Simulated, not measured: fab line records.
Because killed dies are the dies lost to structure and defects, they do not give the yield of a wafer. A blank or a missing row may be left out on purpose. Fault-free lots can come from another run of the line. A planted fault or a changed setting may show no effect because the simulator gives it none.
Chamber matching | flow n5-finfet | 3 sister chambers for N5_BEOL_M1_ALD_84 on ald-metal-04
The step deposits TaN, pulse time 2 s, purge time 3 s, co reactant purge time 2 s. 3 wafers are shown with their chamber, then 7 later ones without.

WAFERS, EACH WITH ITS CHAMBER
wafer  | chamber | heater-power-w (W)
L089.1 | 1       | 460
L089.6 | 2       | 518
L091.4 | 3       | 349

WAFERS MISSING THEIR CHAMBER
wafer  | heater-power-w (W)
L091.5 | 513
L091.6 | 351
L092.1 | 502
L092.3 | 362
L092.4 | 468
L096.5 | 505
L096.6 | 464

EACH ONE'S CHAMBER
wafer  | from the rows above | in truth
L091.5 | 2                   | 2
L091.6 | 3                   | 3
L092.1 | 2                   | 2
L092.3 | 3                   | 3
L092.4 | 1                   | 1
L096.5 | 2                   | 2
L096.6 | 1                   | 1
Correctly placed: 7 of 7. Can't be placed from these rows: 0. Number placed wrongly: 0.
How it was worked out, from the rows above alone: a wafer's distance from a chamber is the root of the sum, over the readings, of the square of ((its reading less the chamber's mean) divided by the reading's scatter). If the next closest chamber is less than 2 further off than the closest, the wafer can't be placed; otherwise it belongs to the closest. Each chamber's mean is taken over the wafers shown for it. The scatter (one wafer shown for each chamber): square how far every hidden wafer sits from the nearest shown wafer, average those squares and take the square root.
